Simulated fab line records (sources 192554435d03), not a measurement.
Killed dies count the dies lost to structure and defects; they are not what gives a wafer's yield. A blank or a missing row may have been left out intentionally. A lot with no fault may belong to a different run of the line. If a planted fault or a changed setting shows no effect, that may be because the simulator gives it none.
Which tool was responsible? | flow n5 finfet | Sampling: 24 lots, 72 wafers, 6 of 1938 route steps

WHAT THE GAUGES SHOWED, per wafer
N5_BEOL_M10_OVL_MEAS_29. Usual: for V9_OVL the level is -0.3 nm and the standard deviation is 0.72.
lot  | measured     | on         | V9_OVL (nm)    | flag
L074 | day 10 02:56 | overlay-01 | -0.5 -0.4 0.9  |
L076 | day 10 22:07 | overlay-01 | -1.9 -0.8 -1.2 |
L077 | day 10 21:56 | overlay-02 | 0.2 -0.4 -0.8  |
L075 | day 11 09:47 | overlay-01 | -0.7 0.1 0.6   |
L078 | day 11 13:40 | overlay-02 | -0.3 -0.7 -0.7 |
L080 | day 12 14:32 | overlay-01 | 0.8 0.2 -0.7   |
L079 | day 12 16:29 | overlay-02 | -0.3 -0.8 -1.3 |
L082 | day 12 16:04 | overlay-02 | -0.9 -1.3 0.3  |
L081 | day 12 19:01 | overlay-01 | -1.1 -0.4 -1.3 |
L083 | day 12 21:52 | overlay-01 | 0.6 -1.2 -1.2  |
L085 | day 13 19:47 | overlay-01 | 0.5 0.1 -0.9   |
L084 | day 13 19:58 | overlay-02 | 0.4 -0.8 -0.3  |
L088 | day 14 03:11 | overlay-01 | 0.0 1.2 -1.4   |
L087 | day 14 03:01 | overlay-02 | -0.1 -0.4 -0.4 |
L089 | day 14 06:38 | overlay-01 | 0.1 -0.3 0.5   |
L086 | day 14 06:47 | overlay-02 | -0.6 0.6 0.7   |
L090 | day 14 13:29 | overlay-02 | -0.4 -1.5 -1.9 |
L091 | day 14 20:55 | overlay-01 | 0.1 -0.2 -0.2  |
L092 | day 15 05:32 | overlay-02 | 0.3 -0.7 -0.5  |
L093 | day 15 21:29 | overlay-02 | 1.1 -0.7 -1.3  |
L095 | day 16 09:58 | overlay-02 | 0.5 -0.2 0.4   |
L094 | day 16 10:47 | overlay-02 | 0.5 0.5 0.3    |
L096 | day 16 14:08 | overlay-01 | 0.5 -0.1 -0.3  |
L097 | day 17 09:52 | overlay-01 | -0.3 -0.5 -0.2 |

WHICH TOOL RAN EACH LOT (tool, then ch and the chambers of the sampled wafers, then the start)
lot  | N5_BEOL_M9_PRE_CLEAN_45      | N5_BEOL_M9_ANNEAL_51             | N5_BEOL_M9_CMP_52             | N5_BEOL_M10_CURE_71           | N5_BEOL_M10_HM_DEP_02
L074 | pvd sputter-03, day 9 19:48  | rtp anneal-02 ch 0, day 9 21:09  | cmp-03 ch 0,3, day 9 21:27    | uv cure-01 ch 1, day 9 23:56  | pvd sputter-01, day 10 00:57
L076 | pvd sputter-01, day 10 10:53 | rtp anneal-01 ch 0, day 10 13:39 | cmp-01 ch 0,1, day 10 13:58   | uv cure-03 ch 2, day 10 15:08 | pvd sputter-01, day 10 17:08
L077 | pvd sputter-03, day 10 13:53 | rtp anneal-01 ch 0, day 10 16:38 | cmp-03 ch 0,1,2, day 10 17:26 | uv cure-03 ch 0, day 10 18:00 | pvd sputter-02, day 10 19:01
L075 | pvd sputter-03, day 11 00:35 | rtp anneal-01 ch 0, day 11 03:47 | cmp-02 ch 1,2, day 11 04:04   | uv cure-03 ch 1, day 11 04:41 | pvd sputter-03, day 11 07:28
L078 | pvd sputter-03, day 11 08:07 | rtp anneal-02 ch 0, day 11 09:48 | cmp-01 ch 0,1,3, day 11 10:03 | uv cure-02 ch 1, day 11 10:42 | pvd sputter-02, day 11 11:22
L080 | pvd sputter-03, day 12 06:03 | rtp anneal-02 ch 0, day 12 07:02 | cmp-01 ch 0,2,3, day 12 07:25 | uv cure-02 ch 2, day 12 07:56 | pvd sputter-01, day 12 10:19
L079 | pvd sputter-01, day 12 10:49 | rtp anneal-01 ch 0, day 12 12:01 | cmp-03 ch 1,3, day 12 12:19   | uv cure-02 ch 1, day 12 13:02 | pvd sputter-02, day 12 15:01
L082 | pvd sputter-01, day 12 11:14 | rtp anneal-01 ch 0, day 12 12:15 | cmp-02 ch 0,1, day 12 12:32   | uv cure-03 ch 0, day 12 13:08 | pvd sputter-02, day 12 14:40
L081 | pvd sputter-02, day 12 14:21 | rtp anneal-02 ch 0, day 12 15:22 | cmp-03 ch 0,1,3, day 12 16:00 | uv cure-01 ch 2, day 12 16:32 | pvd sputter-02, day 12 17:16
L083 | pvd sputter-03, day 12 15:56 | rtp anneal-01 ch 0, day 12 16:49 | cmp-03 ch 1,2,3, day 12 17:06 | uv cure-03 ch 0, day 12 17:46 | pvd sputter-01, day 12 19:43
L085 | pvd sputter-02, day 13 11:35 | rtp anneal-02 ch 0, day 13 12:27 | cmp-03 ch 0,1,3, day 13 12:46 | uv cure-02 ch 2, day 13 13:21 | pvd sputter-02, day 13 13:55
L084 | pvd sputter-01, day 13 14:21 | rtp anneal-01 ch 0, day 13 15:13 | cmp-02 ch 2,3, day 13 15:31   | uv cure-02 ch 1, day 13 16:18 | pvd sputter-02, day 13 17:37
L088 | pvd sputter-02, day 13 19:00 | rtp anneal-02 ch 0, day 13 20:02 | cmp-02 ch 0,1,3, day 13 20:17 | uv cure-01 ch 0, day 13 21:16 | pvd sputter-02, day 13 22:26
L087 | pvd sputter-02, day 13 20:50 | rtp anneal-02 ch 0, day 13 21:37 | cmp-03 ch 0,2,3, day 13 21:56 | uv cure-02 ch 1, day 13 22:53 | pvd sputter-01, day 13 23:37
L089 | pvd sputter-01, day 13 22:35 | rtp anneal-02 ch 0, day 13 23:39 | cmp-03 ch 0,2,3, day 13 23:58 | uv cure-02 ch 2, day 14 00:34 | pvd sputter-01, day 14 03:04
L086 | pvd sputter-01, day 13 22:52 | rtp anneal-02 ch 0, day 13 23:56 | cmp-01 ch 0,1, day 14 00:17   | uv cure-02 ch 0, day 14 01:02 | pvd sputter-01, day 14 03:16
L090 | pvd sputter-03, day 14 07:53 | rtp anneal-02 ch 0, day 14 08:50 | cmp-02 ch 2,3, day 14 09:02   | uv cure-01 ch 1, day 14 09:46 | pvd sputter-03, day 14 12:00
L091 | pvd sputter-03, day 14 12:32 | rtp anneal-02 ch 0, day 14 13:32 | cmp-03 ch 1,2,3, day 14 13:52 | uv cure-03 ch 1, day 14 14:28 | pvd sputter-02, day 14 15:44
L092 | pvd sputter-03, day 14 21:59 | rtp anneal-02 ch 0, day 14 23:40 | cmp-03 ch 0,1,3, day 14 23:57 | uv cure-02 ch 0, day 15 00:37 | pvd sputter-03, day 15 03:19
L093 | pvd sputter-03, day 15 14:01 | rtp anneal-01 ch 0, day 15 15:44 | cmp-03 ch 0,1,2, day 15 16:01 | uv cure-03 ch 2, day 15 16:42 | pvd sputter-02, day 15 17:52
L095 | pvd sputter-02, day 16 02:41 | rtp anneal-02 ch 0, day 16 04:32 | cmp-02 ch 0,1,2, day 16 04:52 | uv cure-02 ch 0, day 16 05:46 | pvd sputter-03, day 16 06:48
L094 | pvd sputter-03, day 16 05:47 | rtp anneal-01 ch 0, day 16 06:50 | cmp-02 ch 0,1,3, day 16 07:11 | uv cure-02 ch 1, day 16 07:47 | pvd sputter-03, day 16 08:55
L096 | pvd sputter-03, day 16 06:12 | rtp anneal-01 ch 0, day 16 07:08 | cmp-03 ch 0,2,3, day 16 07:31 | uv cure-03 ch 0, day 16 08:03 | pvd sputter-01, day 16 10:04
L097 | pvd sputter-03, day 17 02:08 | rtp anneal-02 ch 0, day 17 03:48 | cmp-03 ch 0,1, day 17 04:01   | uv cure-02 ch 1, day 17 04:44 | pvd sputter-03, day 17 07:21
- N5_BEOL_M9_PRE_CLEAN_45: time 30 s.
- N5_BEOL_M9_ANNEAL_51: time 90 s.
- N5_BEOL_M9_CMP_52: polishes, stops on SiCOH lowk, t overpolish 7 s, target thk 140 nm.
- N5_BEOL_M10_CURE_71: cures SiCOH lowk, time 240 s.
- N5_BEOL_M10_HM_DEP_02: deposits TiN, target thk 20 nm.

AS READ BY THE TOOLS THEMSELVES (means over the sampled wafers that have a number; for cases with no such wafer, the mark the record gives instead)
N5_BEOL_M9_PRE_CLEAN_45. Usual: heater power w at 322 W, with a standard deviation of 30.
lot  | tool           | heater power w (W) | flag
L074 | pvd sputter-03 | 312                |
L076 | pvd sputter-01 | 340                |
L077 | pvd sputter-03 | 314                |
L075 | pvd sputter-03 | 309                |
L078 | pvd sputter-03 | 310                |
L080 | pvd sputter-03 | 305                |
L079 | pvd sputter-01 | 345                |
L082 | pvd sputter-01 | 360                |
L081 | pvd sputter-02 | 320                |
L083 | pvd sputter-03 | 309                |
L085 | pvd sputter-02 | 306                |
L084 | pvd sputter-01 | 338                |
L088 | pvd sputter-02 | 341                |
L087 | pvd sputter-02 | 341                |
L089 | pvd sputter-01 | 344                |
L086 | pvd sputter-01 | 360                |
L090 | pvd sputter-03 | 308                |
L091 | pvd sputter-03 | 298                |
L092 | pvd sputter-03 | 306                |
L093 | pvd sputter-03 | 310                |
L095 | pvd sputter-02 | 294                |
L094 | pvd sputter-03 | 309                |
L096 | pvd sputter-03 | 292                |
L097 | pvd sputter-03 | 314                |

N5_BEOL_M9_ANNEAL_51. Usual: wafer_temp_C_max at 225.9, with a standard deviation of 0.34.
lot  | tool          | wafer_temp_C_max | flag
L074 | rtp anneal-02 | 225.6            |
L076 | rtp anneal-01 | 225.9            |
L077 | rtp anneal-01 | 226.4            |
L075 | rtp anneal-01 | 226.1            |
L078 | rtp anneal-02 | 225.6            |
L080 | rtp anneal-02 | 225.7            |
L079 | rtp anneal-01 | 226.2            |
L082 | rtp anneal-01 | 226.3            |
L081 | rtp anneal-02 | 225.4            |
L083 | rtp anneal-01 | 226.4            |
L085 | rtp anneal-02 | 225.7            |
L084 | rtp anneal-01 | 226.4            |
L088 | rtp anneal-02 | 225.8            |
L087 | rtp anneal-02 | 225.6            |
L089 | rtp anneal-02 | 225.9            |
L086 | rtp anneal-02 | 225.8            |
L090 | rtp anneal-02 | 226.0            |
L091 | rtp anneal-02 | 225.9            |
L092 | rtp anneal-02 | 225.8            |
L093 | rtp anneal-01 | 226.0            |
L095 | rtp anneal-02 | 225.6            |
L094 | rtp anneal-01 | 226.3            |
L096 | rtp anneal-01 | 226.2            |
L097 | rtp anneal-02 | 225.7            |

N5_BEOL_M9_CMP_52. Usual: barrier field endpoint s 29.2 s, standard deviation 0.79; motor current A 6.1 A, standard deviation 0.64; overpolish run s 7.000 s, standard deviation 0.0088; time to endpoint s 67 s, standard deviation 3.4.
lot  | tool   | barrier field endpoint s (s) | motor current A (A) | overpolish run s (s) | time to endpoint s (s) | flag
L074 | cmp-03 | 29.3                         | 5.5                 | 6.996                | 66                     |
L076 | cmp-01 | 30.1                         | 6.5                 | 7.000                | 68                     |
L077 | cmp-03 | 29.9                         | 6.2                 | 7.000                | 68                     |
L075 | cmp-02 | 28.9                         | 6.2                 | 6.998                | 65                     |
L078 | cmp-01 | 28.9                         | 6.2                 | 6.998                | 67                     |
L080 | cmp-01 | 28.8                         | 5.7                 | 6.997                | 64                     |
L079 | cmp-03 | 29.6                         | 5.8                 | 6.996                | 69                     |
L082 | cmp-02 | 29.6                         | 7.0                 | 7.003                | 72                     |
L081 | cmp-03 | 28.7                         | 5.7                 | 7.005                | 66                     |
L083 | cmp-03 | 29.8                         | 6.0                 | 7.003                | 68                     |
L085 | cmp-03 | 29.7                         | 5.7                 | 7.002                | 67                     |
L084 | cmp-02 | 30.1                         | 5.9                 | 7.002                | 68                     |
L088 | cmp-02 | 29.2                         | 6.8                 | 7.004                | 69                     |
L087 | cmp-03 | 28.7                         | 5.8                 | 6.999                | 63                     |
L089 | cmp-03 | 28.7                         | 5.8                 | 7.001                | 63                     |
L086 | cmp-01 | 30.3                         | 6.4                 | 7.001                | 73                     |
L090 | cmp-02 | 29.6                         | 5.9                 | 7.006                | 67                     |
L091 | cmp-03 | 28.5                         | 5.7                 | 6.997                | 65                     |
L092 | cmp-03 | 28.0                         | 6.0                 | 7.003                | 64                     |
L093 | cmp-03 | 29.0                         | 6.0                 | 6.996                | 64                     |
L095 | cmp-02 | 29.7                         | 6.7                 | 6.989                | 67                     |
L094 | cmp-02 | 30.1                         | 6.6                 | 7.008                | 71                     |
L096 | cmp-03 | 29.1                         | 5.8                 | 6.996                | 65                     |
L097 | cmp-03 | 28.6                         | 6.3                 | 7.000                | 67                     |

N5_BEOL_M10_CURE_71. Usual: lamp power pct 52.32 %, standard deviation 0.059; wafer_temp_C_max 386.6, standard deviation 0.48.
lot  | tool       | lamp power pct (%) | wafer_temp_C_max | flag
L074 | uv cure-01 | 52.31              | 386.1            |
L076 | uv cure-03 | 52.33              | 386.5            |
L077 | uv cure-03 | 52.30              | 386.9            |
L075 | uv cure-03 | 52.30              | 387.3            |
L078 | uv cure-02 | 52.30              | 386.4            |
L080 | uv cure-02 | 52.27              | 386.1            |
L079 | uv cure-02 | 52.33              | 386.4            |
L082 | uv cure-03 | 52.28              | 386.4            |
L081 | uv cure-01 | 52.36              | 386.7            |
L083 | uv cure-03 | 52.30              | 386.4            |
L085 | uv cure-02 | 52.36              | 386.1            |
L084 | uv cure-02 | 52.37              | 386.4            |
L088 | uv cure-01 | 52.28              | 386.7            |
L087 | uv cure-02 | 52.35              | 386.5            |
L089 | uv cure-02 | 52.30              | 386.1            |
L086 | uv cure-02 | 52.30              | 387.1            |
L090 | uv cure-01 | 52.37              | 386.0            |
L091 | uv cure-03 | 52.27              | 387.1            |
L092 | uv cure-02 | 52.23              | 387.2            |
L093 | uv cure-03 | 52.35              | 386.0            |
L095 | uv cure-02 | 52.32              | 387.3            |
L094 | uv cure-02 | 52.33              | 386.4            |
L096 | uv cure-03 | 52.29              | 386.9            |
L097 | uv cure-02 | 52.35              | 386.5            |

N5_BEOL_M10_HM_DEP_02. Usual: substrate temp c 25.01 C, standard deviation 0.1; throttle valve pct 29.8 %, standard deviation 1.1.
lot  | tool           | substrate temp c (C) | throttle valve pct (%) | flag
L074 | pvd sputter-01 | 24.90                | 30.1                   |
L076 | pvd sputter-01 | 24.94                | 29.0                   |
L077 | pvd sputter-02 | 24.89                | 30.9                   |
L075 | pvd sputter-03 | 24.98                | 29.5                   |
L078 | pvd sputter-02 | 24.94                | 30.4                   |
L080 | pvd sputter-01 | 25.04                | 29.0                   |
L079 | pvd sputter-02 | 25.08                | 29.5                   |
L082 | pvd sputter-02 | 24.86                | 29.3                   |
L081 | pvd sputter-02 | 25.06                | 30.1                   |
L083 | pvd sputter-01 | 25.01                | 29.1                   |
L085 | pvd sputter-02 | 25.01                | 30.3                   |
L084 | pvd sputter-02 | 25.11                | 30.2                   |
L088 | pvd sputter-02 | 24.99                | 30.1                   |
L087 | pvd sputter-01 | 25.06                | 29.0                   |
L089 | pvd sputter-01 | 25.04                | 30.1                   |
L086 | pvd sputter-01 | 24.97                | 30.1                   |
L090 | pvd sputter-03 | 25.05                | 29.2                   |
L091 | pvd sputter-02 | 25.07                | 30.9                   |
L092 | pvd sputter-03 | 25.03                | 30.0                   |
L093 | pvd sputter-02 | 25.07                | 30.1                   |
L095 | pvd sputter-03 | 24.97                | 30.5                   |
L094 | pvd sputter-03 | 24.88                | 29.3                   |
L096 | pvd sputter-01 | 25.05                | 29.1                   |
L097 | pvd sputter-03 | 24.97                | 29.5                   |

THE ANSWER, worked out from the rows above alone
Rule: lot off if the mean of its wafers having a number is beyond 3 standard deviations from the usual mean. A lot without any number at a reading at which 4 lots or more have one is off too. All remaining lots with rows at the step are treated as sound. Order of review: gauges by route order, followed by the tools' own readings, for which a lot's mean as printed above is used. The first step at which some lot is off is used, and at that step the reading that is off furthest; a lot without a number counts as furthest.
No lot is off at any reading shown: from this, nothing can be told.

WHAT THE SIMULATOR HAD INSERTED
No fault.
